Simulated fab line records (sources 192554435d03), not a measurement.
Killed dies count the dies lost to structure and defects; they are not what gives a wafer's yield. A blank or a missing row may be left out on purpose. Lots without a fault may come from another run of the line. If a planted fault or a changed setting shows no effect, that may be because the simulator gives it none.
Chamber matching    flow n5 finfet    rie diel-04 running N5_BEOL_M2_DESCUM_33: 4 sister chambers
The step chemistry O2, time 7 s. 4 wafers are shown with their chamber, then 7 later ones without.

WAFERS WITH THEIR CHAMBER
wafer   chamber  showerhead plenum p Torr (Torr)
L076.2  1        1.99
L076.5  0        2.03
L079.4  2        2.03
L083.5  3        2.14

WAFERS WITH NO CHAMBER GIVEN
wafer   showerhead plenum p Torr (Torr)
L083.6  2.25
L084.2  2.14
L084.3  2.25
L084.6  2.14
L086.1  2.25
L086.2  2.02
L086.5  2.03

CHAMBER TAKEN BY EACH
wafer   from the rows above                in truth
L083.6  can't be placed: 3 or 0 or 2       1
L084.2  can't be placed: 3 or 0 or 2       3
L084.3  can't be placed: 3 or 0 or 2       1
L084.6  can't be placed: 3 or 0 or 2       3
L086.1  can't be placed: 3 or 0 or 2       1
L086.2  can't be placed: 0 or 2 or 1 or 3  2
L086.5  can't be placed: 0 or 2 or 1 or 3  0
Correctly placed: 0 of 7. Can't be placed from these rows: 7 (the true chamber is among the candidates in 4). Number placed wrongly: 0.
How it was worked out, from the rows above alone: a wafer's distance from a chamber is the root of the sum, over the readings, of the square of ((its reading less the chamber's mean) divided by the reading's scatter). The wafer belongs to the nearest chamber; if the next one is less than 2 further off, it can't be placed. The mean given for a chamber averages the wafers shown for that chamber. The scatter: root of mean squared gap, hidden wafer to nearest shown wafer, with one shown wafer a chamber.
